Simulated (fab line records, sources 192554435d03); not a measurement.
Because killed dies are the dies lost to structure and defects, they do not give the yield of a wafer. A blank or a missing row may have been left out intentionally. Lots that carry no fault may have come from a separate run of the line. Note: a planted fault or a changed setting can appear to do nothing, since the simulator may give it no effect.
Which tool was responsible? ; flow n5 finfet ; 10 lots, 29 wafers sampled, at 3 steps of a route of 1938

== WHAT THE GAUGES READ, wafer by wafer ==
N5_BEOL_M4_RC_MEAS_101. Usual: DIBL_N 36.0 mV/V, standard deviation 1.6; DIBL_P 36.1 mV/V, standard deviation 2; IOFF_N 0.160 nA/um, standard deviation 0.029; IOFF_P 0.21 nA/um, standard deviation 0.039; ION_N 675 uA/um, standard deviation 13; ION_P 464 uA/um, standard deviation 8.8; SS_N 71.5 mV/dec, standard deviation 0.58; SS_P 73.3 mV/dec, standard deviation 0.65; VT_N 250 mV, standard deviation 3.3; VT_P -249 mV, standard deviation 3.6.
lot;measured;on;DIBL_N (mV/V);DIBL_P (mV/V);IOFF_N (nA/um);IOFF_P (nA/um);ION_N (uA/um);ION_P (uA/um);SS_N (mV/dec);SS_P (mV/dec);VT_N (mV);VT_P (mV);flag
L407;day 8 23:21;prober-02;33.7 32.2 35.7;35.3 33.5 37.8;0.146 0.118 0.175;0.19 0.17 0.23;678 675 678;463 466 463;71.2 70.8 70.7;73.1 72.7 73.7;250 253 247;-252 -250 -249;
L409;day 9 12:30;prober-01;36.7 35.7 34.9;38.2 37.7 35.4;0.177 0.172 0.150;0.22 0.22 0.18;677 671 657;454 461 447;70.9 71.7 71.5;74.5 73.8 73.5;250 249 252;-250 -252 -254;
L411;day 10 03:58;prober-01;37.1 34.3 34.3;36.8 35.2 34.8;0.180 0.130 0.132;0.20 0.18 0.18;669 658 672;454 452 462;71.5 71.1 71.1;73.3 72.9 73.6;251 256 251;-251 -250 -252;
L413;day 10 18:43;prober-02;36.3 36.4 37.7;36.7 37.4 38.8;0.166 0.165 0.180;0.23 0.25 0.26;679 678 672;463 471 458;72.5 72.9 72.1;72.7 73.8 73.5;248 249 248;-246 -243 -247;
L416;day 10 22:27;prober-01;35.6 36.5;34.9 37.6;0.155 0.178;0.22 0.27;652 689;457 474;71.7 71.2;72.7 74.2;250 247;-248 -246;
L417;day 11 04:11;prober-02;34.7 35.0 34.6;34.2 33.5 34.1;0.134 0.135 0.135;0.21 0.19 0.20;668 665 664;469 457 463;71.9 71.2 70.7;72.6 72.5 72.9;251 252 251;-248 -252 -251;
L418;day 12 01:01;prober-01;37.8 36.3 36.0;37.4 35.7 34.8;0.193 0.152 0.136;0.20 0.18 0.16;694 681 657;463 461 444;71.6 71.6 71.0;74.1 74.1 72.7;245 251 253;-251 -252 -254;
L421;day 12 22:20;prober-02;37.0 38.7 38.2;37.9 39.9 40.1;0.177 0.218 0.195;0.24 0.30 0.29;694 711 689;478 482 480;72.3 72.2 72.1;73.2 74.3 73.8;245 244 244;-245 -244 -244;
L424;day 13 06:37;prober-02;31.8 32.8 35.6;33.0 34.9 37.3;0.115 0.123 0.171;0.18 0.21 0.24;667 663 681;461 468 471;70.8 71.1 71.3;72.4 73.2 73.8;256 254 249;-250 -246 -247;
L422;day 13 09:56;prober-01;34.8 36.2 36.8;34.0 35.5 35.9;0.146 0.154 0.174;0.17 0.20 0.21;687 681 699;463 469 468;70.9 71.5 71.2;72.3 73.7 73.0;247 248 247;-252 -250 -250;

N5_PASSIVATION_OVL_MEAS_60. Usual: TV_OVL typically reads 3 nm, with standard deviation 6.4.
lot;measured;on;TV_OVL (nm);flag
L407;day 12 21:04;overlay-01;7 -2 10;
L409;day 13 08:40;overlay-02;6 6 -5;
L411;day 14 16:11;overlay-02;2 3 -7;
L413;day 15 03:19;overlay-01;10 1 5;
L416;day 15 10:01;overlay-02;6 12;
L417;day 15 14:31;overlay-02;-9 3 -6;
L418;day 16 18:49;overlay-02;10 6 4;
L421;day 17 00:58;overlay-02;4 -3 7;
L424;day 17 12:37;overlay-01;-13 1 -1;
L422;day 17 12:39;overlay-02;-1 -6 2;

== WHICH TOOL RAN EACH LOT (tool, then ch and the chambers of the sampled wafers, then the start) ==
lot;N5_MIM_BOT_ETCH_ETCH_04
L407;rie diel-04 ch 1,2, day 12 19:32
L409;rie diel-04 ch 2,3, day 13 06:19
L411;rie diel-04 ch 0,2,3, day 14 12:35
L413;rie diel-03 ch 0,2,3, day 15 01:33
L416;rie diel-04 ch 1,3, day 15 06:52
L417;rie diel-06 ch 0,2,3, day 15 12:03
L418;rie diel-06 ch 1,3, day 16 16:28
L421;rie diel-06 ch 1,2, day 16 21:48
L424;rie diel-03 ch 1,2,3, day 17 08:31
L422;rie diel-04 ch 0,1,2, day 17 08:07
- N5_MIM_BOT_ETCH_ETCH_04: etches SiNx in CF4/O2, target depth 26 nm, time 13 s.

== WHAT THE TOOLS THEMSELVES READ (means of the sampled wafers that have a number; where no wafer has one, the mark that the record gives instead) ==
N5_MIM_BOT_ETCH_ETCH_04. Usual: bias w 49.01 W, standard deviation 0.16; drypump motor current A 5.7 A, standard deviation 0.63; oes product au 0.82 a.u., standard deviation 0.062; rf vpp V 240 V, standard deviation 4.5; showerhead plenum p Torr 2.19 Torr, standard deviation 0.086; throttle valve pct 15.96 %, standard deviation 0.19.
lot;tool;bias w (W);drypump motor current A (A);oes product au (a.u.);rf vpp V (V);showerhead plenum p Torr (Torr);throttle valve pct (%);flag
L407;rie diel-04;48.91;6.0;0.87;236;2.15;15.85;
L409;rie diel-04;49.11;5.7;0.85;236;2.16;16.12;
L411;rie diel-04;49.08;5.7;0.80;236;2.14;16.09;
L413;rie diel-03;48.94;5.5;0.81;244;2.23;15.89;
L416;rie diel-04;49.05;5.9;0.79;236;2.13;16.08;
L417;rie diel-06;49.15;5.7;0.83;239;2.21;15.99;
L418;rie diel-06;49.19;5.5;0.78;241;2.12;16.09;
L421;rie diel-06;48.91;5.0;0.78;242;2.19;16.04;
L424;rie diel-03;48.96;6.0;0.82;243;2.26;15.81;
L422;rie diel-04;49.04;5.8;0.78;237;2.13;16.00;

== THE ANSWER, worked out from the rows above alone ==
Rule: a lot counts as off when the mean over its wafers that have a number is more than 3 standard deviations away from the usual mean. Also off: a lot with no number at a reading for which 4 or more lots have one. All remaining lots with rows at the step are treated as sound. After the gauges, taken in route order, come the tools' own readings; for these a lot's mean is taken, as printed above. At the first step where some lot is off, the reading lying furthest off is the one used; lots without a number count as furthest.
No lot is off on any of the readings shown, so nothing can be concluded from this.

== WHAT HAD BEEN PUT IN BY THE SIMULATOR ==
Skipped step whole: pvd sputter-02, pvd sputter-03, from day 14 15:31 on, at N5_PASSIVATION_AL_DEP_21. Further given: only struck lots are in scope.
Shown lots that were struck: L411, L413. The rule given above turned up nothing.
